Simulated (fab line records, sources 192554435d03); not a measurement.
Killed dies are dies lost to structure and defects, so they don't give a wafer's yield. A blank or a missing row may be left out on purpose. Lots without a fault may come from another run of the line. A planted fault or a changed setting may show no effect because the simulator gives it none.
A struck lot beside a sound one | flow n5_finfet | 20 steps out of a route of 1938
Sound: wafers L458.2, L458.4, L458.6. Struck: wafers L451.2, L451.4, L451.6. The cause comes at the end.
At each step with rows: each side's tool, then ch and its chambers, then its first start. Under that, the readings that differ: sound wafers | struck wafers | difference of the means | sigmas: that difference in standard deviations of wafers without a fault.
alike: readings whose means differ by less than 2 such deviations, and words and numbers that are the same on both sides. not compared: withheld readings, readings that some wafer has no value for, bounds like >300 that may hide the same value, and numbers for which the record gives no deviation and whose values overlap.
The two part at a step that has a row with sigmas, a row that says differs or no value, or rows on one side only. Numbers that don't overlap but have no deviation are shown without sigmas and don't part them. A reading that every wafer of one side lacks parts them only if that side has two wafers or more.

first, 11 steps without rows for these wafers: N5_BEOL_M0_SAQP_MANDREL_ETCH_20 (etches a-Si in HBr/Cl2, stops on SiNx, target depth 60 nm, bt time 10 s, time 30 s); N5_BEOL_M0_SAQP_STRIP_86 (strips in N2/H2); N5_BEOL_M0_SAQP_STRIP_115 (strips in post etch residue remover, time 60 s); N5_BEOL_M0_SAQP_SRD_93 (time 30 s); N5_BEOL_M0_SAQP_RECESS_114 (chemistry HF/NH3, target SiO2, target depth 14.4 nm, afs cycles 3, sublimation time 60 s); N5_BEOL_M0_SAQP_SPACER1_ALD_98 (deposits SiO2, target thk 12.8 nm, pulse time 1 s, purge time 2 s); N5_BEOL_M0_SAQP_SPACER1_ETCHBACK_99 (etches SiO2 in CHF3/O2, target depth 15.4 nm, time 7.7 s); N5_BEOL_M0_SAQP_MANDREL1_REMOVE_100 (chemistry HBr/Cl2/O2, target a-Si, stops on SiNx, bt time 10 s); N5_BEOL_M0_SAQP_ETCH_101 (etches SiNx in CH3F/O2, target depth 29.9 nm, time 42.7 s); N5_BEOL_M0_SAQP_ETCH_102 (etches SiO2 in CF4, target depth 4 nm, time 4.4 s); N5_BEOL_M0_SAQP_MANDREL_ETCH_103 (etches a-Si in HBr/Cl2, stops on SiCN, target depth 45 nm, bt time 10 s, time 27 s).
N5_BEOL_M0_SAQP_RECESS_104: chemistry HF/NH3, target SiO2, target depth 18 nm, afs cycles 3, sublimation time 60 s.
  sound on vapor_etch-02 ch 0,1, day 10 15:08; struck on vapor_etch-02 ch 0, day 9 07:36
  no value came back on the struck wafers for afs_cycles, drypump_motor_current_A (A), foreline_p_Torr (Torr), sublimation_time_s (s); on the sound wafers afs_cycles reads 3 3 3
  reading                                         | sound       | struck | difference | sigmas
  model.SiCN_of_BEOL_M0_SAQP_PECVD_03.thk_nm (nm) | 8.4 8.6 8.8 | 9 9 9  | +0         |
then, 4 steps without rows for these wafers: N5_BEOL_M0_SAQP_COAT_105 (time 60 s, resist thk 100 nm); N5_BEOL_M0_SAQP_ETCH_106 (etches SOC in N2/H2, stops on SiNx, target depth 150 nm); N5_BEOL_M0_SAQP_ETCH_107 (etches SiNx in CH3F/O2, target depth 30 nm); N5_BEOL_M0_SAQP_STRIP_108 (strips in N2/H2).
N5_BEOL_M0_SAQP_RECESS_109: chemistry HF/NH3, target SiO2, target depth 3 nm, afs cycles 1, sublimation time 60 s.
  sound on vapor_etch-01 ch 0,1, day 10 15:47; struck on vapor_etch-02 ch 0,1, day 9 08:13
  alike: drypump_motor_current_A, foreline_p_Torr
  not compared: model.SiCN_of_BEOL_M0_SAQP_PECVD_03.thk_nm
then, 1 step without rows for these wafers: N5_BEOL_M0_SAQP_SPACER2_ALD_26 (deposits SiO2, target thk 15 nm, pulse time 1 s, purge time 2 s).
N5_BEOL_M4_RC_MEAS_101:
  the record has rows for the sound wafers here (prober-01 ch 0, day 13 19:48) and none for the struck ones
-- the record jumps here: 6 days lie between the struck wafers' starts before and after (it left off in module BEOL_M4 and takes up again in module PASSIVATION, whose first step shown is number 1936 of the route) --
N5_PASSIVATION_PROBE_49:
  sound on prober-02, day 18 06:28; struck on prober-02, day 15 19:48
  reading                  | sound          | struck         | difference | sigmas
  defect_limited_yield (%) | 92.4 92.1 92.6 | 0 0 0          | -92        | -66
  killed_at_M0_to_M3       | 19 21 19       | 1117 1089 1096 | +1081      | +98
  killed_dies              | 90 93 87       | 1180 1180 1180 | +1090      | +64
  killed_on_rim            | 8 7 14         | 152 152 152    | +142       | +32
  sort_bin_5_function (%)  | 4.6 4.6 4.2    | 97.7 95.9 96.1 | +92.1      | +97
  sort_n_pass              | 1090 1087 1093 | 0 0 0          | -1090      | -64
  sort_yield_pct (%)       | 92.4 92.1 92.6 | 0 0 0          | -92        | -66
  alike: killed_at_M4_up, killed_at_contacts, killed_at_front_end, killed_at_other, killed_open, killed_short, sort_bin_6_memory

WHERE THEY PART
First at N5_BEOL_M0_SAQP_RECESS_104; last, within this record, at N5_PASSIVATION_PROBE_49.

WHY: what the simulator had put in
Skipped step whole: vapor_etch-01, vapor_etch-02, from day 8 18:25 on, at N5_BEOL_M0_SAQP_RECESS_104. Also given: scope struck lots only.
